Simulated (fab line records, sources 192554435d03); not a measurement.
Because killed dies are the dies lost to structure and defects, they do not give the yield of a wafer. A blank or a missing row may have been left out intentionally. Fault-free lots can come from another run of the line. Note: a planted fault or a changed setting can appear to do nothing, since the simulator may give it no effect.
A struck lot beside a sound one :: flow n5-finfet :: 16 steps out of a route of 1938
Sound: these wafers, L990.4, L990.5, L990.6. The struck wafers were L106.2, L106.3, L106.6. Last of all comes the cause.
At each step with rows: each side's tool, then ch and its chambers, then its first start. Under that, the readings that differ: sound wafers :: struck wafers :: difference of the means :: sigmas: that difference in standard deviations of wafers without a fault.
alike: a reading whose means differ by less than 2 such deviations, as well as words and numbers matching on both sides. not compared: withheld readings; readings where some wafer has no value; bounds like >300 that might hide an equal value; numbers whose values overlap and for which the record gives no deviation.
A row with sigmas, a row that says differs or no value, or rows on one side alone: a step with any of these is where the two part. Non-overlapping numbers with no deviation appear without sigmas and do not part them. A reading that every wafer of one side lacks parts them only if that side has two wafers or more.

first, 8 steps without rows for these wafers: N5_BEOL_M9_COAT_64 (time 60 s, resist thk 12 nm); N5_BEOL_M9_COAT_75 (time 60 s, resist thk 5 nm); N5_BEOL_M9_COAT_22 (resist thk 30 nm); N5_BEOL_M9_EBR_24; N5_BEOL_M9_SOFTBAKE_23 (time 60 s); N5_BEOL_M9_EXPOSE_25 (exposes mask V8); N5_BEOL_M9_PEB_26 (peb time 60 s); N5_BEOL_M9_DEVELOP_27 (develop time 30 s).
N5_BEOL_M9_CD_MEAS_28 targets a cd of 70 nm.
  sound on cd-sem-03 ch 0, day 9 16:52; struck on cd-sem-03 ch 0, day 13 07:38
  alike: cd-nm
N5_BEOL_M9_OVL_MEAS_29:
  sound on overlay-01 ch 0, day 9 16:55; struck on overlay-02 ch 0, day 13 07:40
  alike: V8_OVL
N5_BEOL_M9_INSPECT_30: inspects for defects (brightfield).
  struck on defect-inspect-02, day 13 07:44; sound on defect-inspect-02, day 9 16:57
  alike: raw-defect-count
N5_BEOL_M9_DESCUM_33: chemistry O2, time 7 s.
  sound on rie-diel-06 ch 1,2,3, day 9 17:07; struck on rie-diel-05 ch 0,3, day 13 08:02
  alike: drypump-motor-current-A, oes-product-au, rf-vpp-V, showerhead-plenum-p-Torr, throttle-valve-pct
  not compared: rf-hours-counter-h
N5_BEOL_M9_ETCH_76: etches underlayer in N2/H2, target depth 6.5 nm, time 5.2 s.
  sound on rie-diel-06 ch 1,2,3, day 9 17:08; struck on rie-diel-05 ch 0,3, day 13 08:05
  no value came back on the struck wafers for any of 8 readings (bias-w (W), chamber-pressure-mTorr (mTorr) and others); on the sound wafers bias-w (W) reads 149.1 149.4 150.1
reading: model.CAR-EUV_of_BEOL_M9_COAT_22.thk-nm (nm)
sound: 20.4 20.4 20.4
struck: 26 26 26
difference: +6
sigmas: 
  not compared: rf-hours-counter-h
N5_BEOL_M9_ETCH_65: etches SiARC in CF4, target depth 15.6 nm, time 26 s.
  sound on rie-diel-06 ch 1,2,3, day 9 17:10; struck on rie-diel-05 ch 0,3, day 13 08:05
reading: model.CAR-EUV_of_BEOL_M9_COAT_22.thk-nm (nm)
sound: 11.2 11.2 11.2
struck: 16.8 16.8 16.8
difference: +5.6
sigmas: 
  alike: bias-w, cf4-flow-sccm, drypump-motor-current-A, etch-rf-on-time-s, oes-product-au, rf-vpp-V, showerhead-plenum-p-Torr, throttle-valve-pct
  not compared: rf-hours-counter-h
N5_BEOL_M9_ETCH_66: etches SOC in N2/H2, target depth 80 nm, overetch 16 nm, time 120 s.
  sound on rie-diel-06 ch 1,2,3, day 9 17:13; struck on rie-diel-05 ch 0,3, day 13 08:07
  alike: bias-w, chamber-pressure-mTorr, drypump-motor-current-A, oes-product-au, rf-vpp-V, showerhead-plenum-p-Torr, throttle-valve-pct
  not compared: rf-hours-counter-h
-- here the record skips 3 days between the struck wafers' starts before and after, leaving off in module BEOL_M9 and picking up in module PASSIVATION (first step shown: number 1936 of the route) --
N5_PASSIVATION_PROBE_49:
  the record has rows for the struck wafers here (prober-02, day 15 20:20) and none for the sound ones

## WHERE THEY PART
Earliest at N5_BEOL_M9_ETCH_76; latest, in this record, at N5_PASSIVATION_PROBE_49.

WHY: the cause the simulator had injected
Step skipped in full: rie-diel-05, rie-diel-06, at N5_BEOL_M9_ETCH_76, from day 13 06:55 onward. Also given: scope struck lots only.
